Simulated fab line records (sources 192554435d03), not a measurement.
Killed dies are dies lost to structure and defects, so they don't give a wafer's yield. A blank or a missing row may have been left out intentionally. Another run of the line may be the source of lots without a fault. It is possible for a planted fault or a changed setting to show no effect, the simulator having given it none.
Split-lot trial | flow n5-finfet | on a route of 1938 steps: 7 lots, 21 wafers read

## SPLIT DETAILS
At N5_WELL_APT_PEB_23 (peb time 90 s), the setting peb-temp-c was moved away from the recipe's 130 C on 5 of the 21 wafers read, by +0.9% to +2.2%. This setting was run at the recipe's value on the other wafers.

## FROM THE SPLIT TO THE READING: what the file shows between them, 2 steps
- N5_WELL_APT_DEVELOP_24: develop time 45 s
- N5_WELL_APT_HARDBAKE_29: time 120 s

## THE READING
Shown in nm: cd-nm at N5_WELL_APT_CD_MEAS_25, with target cd 200 nm. On this fab line, fault-free wafers typically give 199.9 nm with a standard deviation of 1.3 nm.

wafer  | tool, chamber at the split | peb-temp-c as run, C | against the recipe | cd-nm, nm | against lot-mates on the recipe
L074.2 | litho-track-04, 0          | 130                  | recipe             | 199.1     | -
L074.3 | litho-track-04, 0          | 130                  | recipe             | 199.9     | -
L074.4 | litho-track-04, 0          | 130                  | recipe             | 199.5     | -
L077.3 | litho-track-03, 0          | 131.2                | +0.9%              | 206.3     | +7.0
L077.4 | litho-track-03, 0          | 131.2                | +0.9%              | 207.3     | +8.0
L077.6 | litho-track-03, 0          | 130                  | recipe             | 199.3     | -
L080.1 | litho-track-02, 0          | 130                  | recipe             | 199.3     | -
L080.3 | litho-track-02, 0          | 130                  | recipe             | 199.7     | -
L080.5 | litho-track-02, 0          | 132.8                | +2.2%              | 210.1     | +10.6
L082.1 | litho-track-03, 0          | 132.1                | +1.6%              | 210.9     | +13.1
L082.2 | litho-track-03, 0          | 130                  | recipe             | 197.8     | -
L082.3 | litho-track-03, 0          | 132.1                | +1.6%              | 210.5     | +12.7
L087.2 | litho-track-04, 0          | 130                  | recipe             | 200.3     | -
L087.5 | litho-track-04, 0          | 130                  | recipe             | 199.2     | -
L087.6 | litho-track-04, 0          | 130                  | recipe             | 200.4     | -
L095.2 | litho-track-04, 0          | 130                  | recipe             | 205.6     | -
L095.4 | litho-track-04, 0          | 130                  | recipe             | 200.5     | -
L095.5 | litho-track-04, 0          | 130                  | recipe             | 203.5     | -
L096.2 | litho-track-03, 0          | 130                  | recipe             | 200.5     | -
L096.4 | litho-track-03, 0          | 130                  | recipe             | 202.1     | -
L096.6 | litho-track-03, 0          | 130                  | recipe             | 200.3     | -

FIT RESULTS
A straight line over all 21 wafers: cd-nm changes by +5.61 nm for each +1% of peb-temp-c; r = +0.90; the points scatter about the line by 1.9 nm.
The same after taking each lot's own level away (the mean of its wafers on the recipe; 21 wafers): +6.69 nm for each +1%; r = +0.95; scatter 1.5 nm.
According to that fit, moving peb-temp-c by its largest amount changes the reading by 14 nm.
From 197.80 to 203.20 nm: that is the span of the lots' own levels, equal to 4.2 times the standard deviation above.
So the slope is not independent of the lot-to-lot level: the two fits are not the same.
Check: for one of the wafers moved furthest among these (+2.2%), held out of the fit, the line's prediction against its lot-mates is +17.3 nm. Against them it came out at +10.6 nm.

## FURTHER SPLITS ON THESE WAFERS
Before the reading, these wafers also passed through other splits. Each is held against what the fit with the lots' levels taken away leaves over:
other split on the same wafers        | wafers away from the commonest value | r with cd-nm (lot level and that fit taken away)
N5_WELL_APT_PEB_06 peb-time-s         | 6                                    | +0.30
N5_WELL_APT_DEVELOP_07 develop-time-s | 6                                    | -0.24
N5_WELL_APT_COAT_19 spin-rpm          | 6                                    | +0.58

## THE WHOLE CHAIN: every reading that the file lists as answering this split, in the file's order
step                   | what it does             | reading                                                         | change (the file's fit)              | r (the file's)
N5_WELL_APT_CD_MEAS_25 | target cd 200 nm         | cd-nm                                                           | +6.25 nm for each +1% of the setting | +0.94
N5_WELL_APT_DESCUM_30  | chemistry O2, time 7.9 s | WELL_APT.cd-nm (the simulator's own value, which no gauge read) | +6.11 nm for each +1% of the setting | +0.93

## THE FILE'S OWN FIT
cd-nm changes by +6.25 nm for each +1% of peb-temp-c, r = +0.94.
